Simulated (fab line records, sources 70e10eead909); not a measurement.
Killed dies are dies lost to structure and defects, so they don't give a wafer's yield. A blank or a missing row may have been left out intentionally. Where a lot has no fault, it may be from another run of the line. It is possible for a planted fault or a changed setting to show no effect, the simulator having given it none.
Matching of chambers || flow nand-harc || pecvd-04 running NHARC_A_ONON_D1_DEP_33: 3 sister chambers
The step deposits SiO2, target thk 200 nm. 6 wafers are shown with their chamber, then 7 later ones without.

## WAFERS WITH THEIR CHAMBER
{"wafer": "L075.3", "chamber": 1, "throttle-valve-pct (%)": 15.5, "heater-power-w (W)": 683}
{"wafer": "L078.6", "chamber": 0, "throttle-valve-pct (%)": 16.8, "heater-power-w (W)": 510}
{"wafer": "L082.4", "chamber": 1, "throttle-valve-pct (%)": 14.9, "heater-power-w (W)": 687}
{"wafer": "L082.6", "chamber": 0, "throttle-valve-pct (%)": 16.3, "heater-power-w (W)": 615}
{"wafer": "L084.1", "chamber": 2, "throttle-valve-pct (%)": 15.8, "heater-power-w (W)": 717}
{"wafer": "L084.5", "chamber": 2, "throttle-valve-pct (%)": 15.9, "heater-power-w (W)": 721}

## WAFERS WITHOUT THEIR CHAMBER
{"wafer": "L084.6", "throttle-valve-pct (%)": 16.3, "heater-power-w (W)": 630}
{"wafer": "L092.1", "throttle-valve-pct (%)": 15.0, "heater-power-w (W)": 711}
{"wafer": "L092.4", "throttle-valve-pct (%)": 14.9, "heater-power-w (W)": 681}
{"wafer": "L092.5", "throttle-valve-pct (%)": 15.8, "heater-power-w (W)": 707}
{"wafer": "L095.2", "throttle-valve-pct (%)": 15.0, "heater-power-w (W)": 683}
{"wafer": "L095.5", "throttle-valve-pct (%)": 16.2, "heater-power-w (W)": 699}
{"wafer": "L095.6", "throttle-valve-pct (%)": 16.4, "heater-power-w (W)": 576}

## THE CHAMBER EACH PASSED THROUGH
{"wafer": "L084.6", "from the rows above": "can't be placed: 0 or 2 or 1", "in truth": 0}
{"wafer": "L092.1", "from the rows above": "can't be placed: 1 or 2", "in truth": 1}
{"wafer": "L092.4", "from the rows above": 1, "in truth": 1}
{"wafer": "L092.5", "from the rows above": "can't be placed: 2 or 1", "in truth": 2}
{"wafer": "L095.2", "from the rows above": 1, "in truth": 1}
{"wafer": "L095.5", "from the rows above": "can't be placed: 2 or 1", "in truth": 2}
{"wafer": "L095.6", "from the rows above": 0, "in truth": 0}
3 of 7 placed correctly. Cannot be placed on the basis of these rows: 4; the candidates contain the true chamber in 4. Wrongly placed: 0.
How it was worked out, from the rows above alone: a wafer's distance from a chamber is the root of the sum, over the readings, of the square of ((its reading less the chamber's mean) divided by the reading's scatter). If the next closest chamber is less than 2 further off than the closest, the wafer can't be placed; otherwise it belongs to the closest. Each chamber's mean is taken over the wafers shown for it. How the scatter is found: for the shown wafers, subtract from each reading the mean of its chamber, square and add these, divide the total by (wafers less chambers), then take the root.
